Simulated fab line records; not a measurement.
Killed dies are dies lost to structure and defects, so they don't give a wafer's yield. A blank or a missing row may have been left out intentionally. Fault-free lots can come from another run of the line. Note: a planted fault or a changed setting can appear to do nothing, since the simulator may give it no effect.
Split-lot trial :: flow n5Finfet :: on a route of 1938 steps: 7 lots, 21 wafers read

## THE SPLIT
At N5_BEOL_M10_EXPOSE_08 (exposes mask M10), the setting doseMj was moved away from the recipe's 53.75 on 9 of the 21 wafers read, by -3.4% to +5.4%. All remaining wafers had this setting at the recipe value.

## FROM THE SPLIT TO THE READING: what the file shows between them, 15 steps
- N5_BEOL_M10_PEB_09: peb time 60 s
- N5_BEOL_M10_DEVELOP_10: develop time 30 s
- N5_BEOL_M10_CD_MEAS_11: target cd 64.1 nm
- N5_BEOL_M10_DESCUM_16: chemistry O2, time 7.9 s
- N5_BEOL_M10_ETCH_61: etches SiARC in CF4, target depth 39 nm, time 65 s
- N5_BEOL_M10_ETCH_62: etches SOC in N2/H2, target depth 110 nm, overetch 22 nm, time 165 s
- N5_BEOL_M10_STRIP_68: strips in N2/H2
- N5_BEOL_M10_STRIP_67: strips in CF4
- N5_BEOL_M10_HM_OPEN_17: chemistry Cl2/BCl3, target TiN, target depth 20 nm, overetch 6 nm
- N5_BEOL_M10_STRIP_19: strips in O2
- N5_BEOL_M10_CD_MEAS_18: pitch 140 nm, target cd 70 nm
- N5_BEOL_M10_COAT_63: time 60 s, resist thk 100 nm
- N5_BEOL_M10_COAT_64: time 60 s, resist thk 30 nm
- N5_BEOL_M10_PRECLEAN_42: cleans in residue remover, time 60 s
- N5_BEOL_M10_SRD_43: time 30 s

## THE READING
At N5_BEOL_M10_CD_MEAS_35: cdNm in nanometres, against a target cd of 70 nm. Typical for fault-free wafers on this fab line: 69.3 nm, with standard deviation 0.8 nm.

wafer: L076.3
tool, chamber at the split: arfiScanner-03, 0
doseMj as run: 53.75
against the recipe: recipe
cdNm, nm: 69.5
against lot-mates on the recipe: -

wafer: L076.4
tool, chamber at the split: arfiScanner-03, 0
doseMj as run: 53.75
against the recipe: recipe
cdNm, nm: 68.1
against lot-mates on the recipe: -

wafer: L076.6
tool, chamber at the split: arfiScanner-03, 0
doseMj as run: 52.13
against the recipe: -3.0%
cdNm, nm: 66.9
against lot-mates on the recipe: -1.9

wafer: L081.1
tool, chamber at the split: arfiScanner-03, 0
doseMj as run: 53.75
against the recipe: recipe
cdNm, nm: 68.5
against lot-mates on the recipe: -

wafer: L081.2
tool, chamber at the split: arfiScanner-03, 0
doseMj as run: 53.75
against the recipe: recipe
cdNm, nm: 69.0
against lot-mates on the recipe: -

wafer: L081.4
tool, chamber at the split: arfiScanner-03, 0
doseMj as run: 53.75
against the recipe: recipe
cdNm, nm: 68.8
against lot-mates on the recipe: -

wafer: L080.1
tool, chamber at the split: arfiScanner-03, 0
doseMj as run: 53.75
against the recipe: recipe
cdNm, nm: 69.5
against lot-mates on the recipe: -

wafer: L080.3
tool, chamber at the split: arfiScanner-03, 0
doseMj as run: 56.51
against the recipe: +5.1%
cdNm, nm: 71.6
against lot-mates on the recipe: +2.1

wafer: L080.5
tool, chamber at the split: arfiScanner-03, 0
doseMj as run: 56.51
against the recipe: +5.1%
cdNm, nm: 71.5
against lot-mates on the recipe: +2.0

wafer: L084.2
tool, chamber at the split: arfiScanner-03, 0
doseMj as run: 53.75
against the recipe: recipe
cdNm, nm: 68.9
against lot-mates on the recipe: -

wafer: L084.3
tool, chamber at the split: arfiScanner-03, 0
doseMj as run: 56.67
against the recipe: +5.4%
cdNm, nm: 72.5
against lot-mates on the recipe: +3.5

wafer: L084.4
tool, chamber at the split: arfiScanner-03, 0
doseMj as run: 53.75
against the recipe: recipe
cdNm, nm: 69.0
against lot-mates on the recipe: -

wafer: L085.1
tool, chamber at the split: arfiScanner-02, 0
doseMj as run: 51.91
against the recipe: -3.4%
cdNm, nm: 67.6
against lot-mates on the recipe: -1.9

wafer: L085.2
tool, chamber at the split: arfiScanner-02, 0
doseMj as run: 51.91
against the recipe: -3.4%
cdNm, nm: 66.8
against lot-mates on the recipe: -2.7

wafer: L085.4
tool, chamber at the split: arfiScanner-02, 0
doseMj as run: 53.75
against the recipe: recipe
cdNm, nm: 69.5
against lot-mates on the recipe: -

wafer: L093.2
tool, chamber at the split: arfiScanner-03, 0
doseMj as run: 52.16
against the recipe: -3.0%
cdNm, nm: 69.0
against lot-mates on the recipe: +0.1

wafer: L093.3
tool, chamber at the split: arfiScanner-03, 0
doseMj as run: 52.16
against the recipe: -3.0%
cdNm, nm: 68.7
against lot-mates on the recipe: -0.2

wafer: L093.5
tool, chamber at the split: arfiScanner-03, 0
doseMj as run: 53.75
against the recipe: recipe
cdNm, nm: 68.9
against lot-mates on the recipe: -

wafer: L095.1
tool, chamber at the split: arfiScanner-03, 0
doseMj as run: 53.75
against the recipe: recipe
cdNm, nm: 70.5
against lot-mates on the recipe: -

wafer: L095.2
tool, chamber at the split: arfiScanner-03, 0
doseMj as run: 53.75
against the recipe: recipe
cdNm, nm: 69.4
against lot-mates on the recipe: -

wafer: L095.5
tool, chamber at the split: arfiScanner-03, 0
doseMj as run: 52.59
against the recipe: -2.2%
cdNm, nm: 68.1
against lot-mates on the recipe: -1.9

THE FIT
A straight line over all 21 wafers: cdNm changes by +0.49 nm for each +1% of doseMj; r = +0.89; the points scatter about the line by 0.66 nm.
The same after taking each lot's own level away (the mean of its wafers on the recipe; 21 wafers): +0.483 nm for each +1%; r = +0.89; scatter 0.68 nm.
Per that fit: largest doseMj move, reading shift of 2.6 nm.
The lots' own levels span 68.77 to 69.95 nm, that is 1.5 times the standard deviation above.
Hence the lot-to-lot level has little effect on the slope; both slopes agree.
Check: +2.3 nm against its lot-mates is what the line predicts for one of the wafers moved furthest among these (+5.4%) when that wafer is left out of the fit. It came out at +3.55 nm against them.

## FURTHER SPLITS ON THESE WAFERS
These wafers also went through other splits before the reading. Each is held against what the fit with the lots' levels taken away leaves over:
other split on the same wafers: N5_BEOL_M9_ETCH_62 timeS
wafers away from the commonest value: 12
r with cdNm (lot level and that fit taken away): -0.08

other split on the same wafers: N5_BEOL_M9_COAT_64 spinRpm
wafers away from the commonest value: 7
r with cdNm (lot level and that fit taken away): -0.25

## THE WHOLE CHAIN: every reading that the file lists as answering this split, in the file's order
step: N5_BEOL_M10_CD_MEAS_11
what it does: target cd 64.1 nm
reading: cdNm
change (the file's fit): +0.515 nm for each +1% of the setting
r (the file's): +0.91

step: N5_BEOL_M10_ETCH_61
what it does: etches SiARC in CF4, target depth 39 nm, time 65 s
reading: BEOL_M10.cdOffsetNm (the simulator's own value, which no gauge read)
change (the file's fit): +0.55 nm for each +1% of the setting
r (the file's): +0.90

step: N5_BEOL_M10_ETCH_62
what it does: etches SOC in N2/H2, target depth 110 nm, overetch 22 nm, time 165 s
reading: BEOL_M10.cdOffsetNm (the simulator's own value, which no gauge read)
change (the file's fit): +0.567 nm for each +1% of the setting
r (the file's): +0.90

step: N5_BEOL_M10_CD_MEAS_18
what it does: pitch 140 nm, target cd 70 nm
reading: cdNm
change (the file's fit): +0.508 nm for each +1% of the setting
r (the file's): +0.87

step: N5_BEOL_M10_CD_MEAS_35
what it does: target cd 70 nm
reading: cdNm
change (the file's fit): +0.527 nm for each +1% of the setting
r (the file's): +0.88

## FILE'S OWN FIT
cdNm changes by +0.527 nm for each +1% of doseMj, r = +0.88.
